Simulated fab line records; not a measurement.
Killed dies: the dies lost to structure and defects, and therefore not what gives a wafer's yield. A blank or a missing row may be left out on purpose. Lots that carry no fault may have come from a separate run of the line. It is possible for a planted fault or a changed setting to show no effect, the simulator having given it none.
2 desks looking at one fault ; flow nand-harc ; every desk sees just its own numbers, and what lay behind them comes last

AT THE METROLOGY DESK
What the gauges read for every lot (on any tool): the sampled wafers with a number, averaged. Any lot whose mean is over 4 standard deviations away from the usual mean is out of limits and marked OUT; that distance is given in the brackets.
Columns: A = cd-nm at NHARC_A_SGD_CUT_CD_MEAS_09, usual 100.0 nm
lot;first seen here;A
L235;day 19 13:36;99.7
L234;day 19 14:02;99.9
L233;day 19 15:01;100.4
L238;day 20 19:19;99.2
L239;day 21 09:07;100.5
L240;day 22 03:49;100.2
L241;day 22 05:04;100.7
L246;day 24 13:14;99.9
L250;day 26 07:57;100.7
L251;day 27 05:13;99.9
L252;day 27 09:15;100.4
L255;day 27 14:59;100.0
L256;day 28 23:29;100.5
Result from this desk: across the 13 lots, nothing is out of limits.

TOOL OWNER'S DESK, rie-diel-01
The tool's own readings at NHARC_A_SGD_CUT_ETCH_58 (etches the open film in CF4, target depth 39 nm, time 65 s): means of the sampled wafers that have a number, for each lot that ran on this tool. Any lot whose mean is over 4 standard deviations away from the usual mean is out of limits and marked OUT; that distance is given in the brackets.
Columns: A = drypump-motor-current-A at NHARC_A_SGD_CUT_ETCH_58, usual 5.9 A; B = oes-product-au at NHARC_A_SGD_CUT_ETCH_58, usual 1.001 a.u.; C = rf-vpp-V at NHARC_A_SGD_CUT_ETCH_58, usual 151.3 V; D = run-length-s at NHARC_A_SGD_CUT_ETCH_58, usual 86.0 s; E = showerhead-plenum-p-Torr at NHARC_A_SGD_CUT_ETCH_58, usual 1.78 Torr; F = throttle-valve-pct at NHARC_A_SGD_CUT_ETCH_58, usual 13.285 %
lot;first seen here;A;B;C;D;E;F
L235;day 19 13:52;6.2;1.004;151.1;85.7;1.78;13.284
L233;day 19 15:20;6.1;0.997;151.9;85.5;1.77;13.283
L251;day 27 05:29;6.1;1.000;150.3;80.3 (-12) OUT;1.76;13.274
This desk's verdict: out of limits on L251, starting with L251 at day 27 05:29 (run-length-s at NHARC_A_SGD_CUT_ETCH_58). In limits: L235, L233.

TAKEN TOGETHER
On L251, at day 27 05:29, an alarm was possible from the tool owner's desk.
Nothing out of limits was seen by the metrology desk.
The metrology desk has L251 on record, within its limits.
Every lot named ran NHARC_A_SGD_CUT_ETCH_58 on rie-diel-01.

WHAT THE SIMULATOR HAD INSERTED
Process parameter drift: rie-diel-01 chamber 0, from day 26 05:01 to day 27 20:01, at NHARC_A_SGD_CUT_ETCH_58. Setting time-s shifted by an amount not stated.
Shown lots that were struck: L251.
Delay in hours, fault start to first out-of-limits reading, by desk: the tool owner's desk at 24.
